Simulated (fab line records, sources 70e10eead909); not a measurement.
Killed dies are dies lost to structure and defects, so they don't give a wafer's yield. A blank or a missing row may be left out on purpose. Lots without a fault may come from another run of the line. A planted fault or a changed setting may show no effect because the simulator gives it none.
Tool commonality check | flow nand_harc | 12 lots, 39 wafers sampled

WHY IT WAS OPENED
At NHARC_P_GATE_CD_MEAS_91 the reading cd_nm is flagged on 1 of 12 lots. Wafers without a fault read 2000.2 nm, standard deviation 1.6.
Rule: a lot is flagged when every wafer of it that has a number lies more than 4 standard deviations from that mean, or none has a number. The other lots count as sound.

lot  | measured     | on        | cd_nm (nm), wafer by wafer                | flag
L336 | day 5 12:55  | cd_sem-03 | 1998.9 1996.3 1999.1                      |
L338 | day 5 16:22  | cd_sem-01 | 2001.8 1999.9 2004.0                      |
L337 | day 5 21:55  | cd_sem-03 | 2001.1 2004.3 2000.7                      |
L340 | day 6 06:02  | cd_sem-02 | 1999.8 2000.6 1998.8                      |
L343 | day 7 07:06  | cd_sem-03 | 2000.3 1999.7 1998.9                      |
L345 | day 7 10:13  | cd_sem-02 | 2000.5 1999.8 2002.0                      |
L344 | day 7 11:07  | cd_sem-03 | 1896.1 1896.0 1894.7 1896.1 1896.0 1894.5 | FLAGGED
L354 | day 10 00:32 | cd_sem-03 | 1997.0 2001.1 2000.9                      |
L356 | day 10 07:17 | cd_sem-03 | 1999.9 1999.8 1999.7                      |
L355 | day 10 07:38 | cd_sem-01 | 2000.0 2002.7 2000.0                      |
L357 | day 10 16:01 | cd_sem-02 | 2000.4 2000.9 1999.7                      |
L359 | day 10 21:09 | cd_sem-03 | 1998.9 1999.8 1997.8                      |
The numbers of the flagged lots are 1895.6 nm on average: -104.6 nm against the usual, or -65 standard deviations.

WHICH TOOL RAN EACH LOT
The record holds 1 process step before the reading, out of a route of 1159 steps. In each cell: the tool, then ch and the chambers that the sampled wafers went through, then the start.
lot  | flag    | NHARC_P_GATE_EXPOSE_88
L336 |         | krf_scanner-02 ch 0, day 5 12:45
L338 |         | krf_scanner-04 ch 0, day 5 16:12
L337 |         | krf_scanner-02 ch 0, day 5 21:45
L340 |         | krf_scanner-02 ch 0, day 6 05:53
L343 |         | krf_scanner-02 ch 0, day 7 06:57
L345 |         | krf_scanner-02 ch 0, day 7 10:04
L344 | FLAGGED | krf_scanner-02 ch 0, day 7 10:58
L354 |         | krf_scanner-02 ch 0, day 10 00:23
L356 |         | krf_scanner-04 ch 0, day 10 07:07
L355 |         | krf_scanner-03 ch 0, day 10 07:29
L357 |         | krf_scanner-03 ch 0, day 10 15:52
L359 |         | krf_scanner-03 ch 0, day 10 20:59
What these steps do:
- NHARC_P_GATE_EXPOSE_88: exposes mask P HVN, target cd 2000 nm.
- NHARC_P_GATE_CD_MEAS_91: target cd 2000 nm.

FLAGGED OVER TOTAL, TOOL BY TOOL (the gauges that took the reading come last)
step                    | tool           | lots run | flagged | share of the flagged lots | sound lots run after its first flagged lot
NHARC_P_GATE_EXPOSE_88  | krf_scanner-02 | 7        | 1       | all                       | 1 (L354)
NHARC_P_GATE_EXPOSE_88  | krf_scanner-03 | 3        | 0       | none                      | -
NHARC_P_GATE_EXPOSE_88  | krf_scanner-04 | 2        | 0       | none                      | -
NHARC_P_GATE_CD_MEAS_91 | cd_sem-01      | 2        | 0       | none                      | -
NHARC_P_GATE_CD_MEAS_91 | cd_sem-02      | 3        | 0       | none                      | -
NHARC_P_GATE_CD_MEAS_91 | cd_sem-03      | 7        | 1       | all                       | 3 (L354,L356,L359)

WHAT THE TABLE ALLOWS
2 rows of the table ran every flagged lot: krf_scanner-02 at NHARC_P_GATE_EXPOSE_88, cd_sem-03 at NHARC_P_GATE_CD_MEAS_91.
- krf_scanner-02 at NHARC_P_GATE_EXPOSE_88: 1 of its 7 lots flagged. Sound lots ran on it after the first flagged one (L354), which a lasting fault on the whole tool wouldn't allow.
- cd_sem-03 at NHARC_P_GATE_CD_MEAS_91: 1 of its 7 lots flagged. Sound lots ran on it after the first flagged one (L354, L356, L359), which a lasting fault on the whole tool wouldn't allow.
No row of the table ran every flagged lot and no sound lot after the first.

WHAT THE SIMULATOR HAD PUT IN
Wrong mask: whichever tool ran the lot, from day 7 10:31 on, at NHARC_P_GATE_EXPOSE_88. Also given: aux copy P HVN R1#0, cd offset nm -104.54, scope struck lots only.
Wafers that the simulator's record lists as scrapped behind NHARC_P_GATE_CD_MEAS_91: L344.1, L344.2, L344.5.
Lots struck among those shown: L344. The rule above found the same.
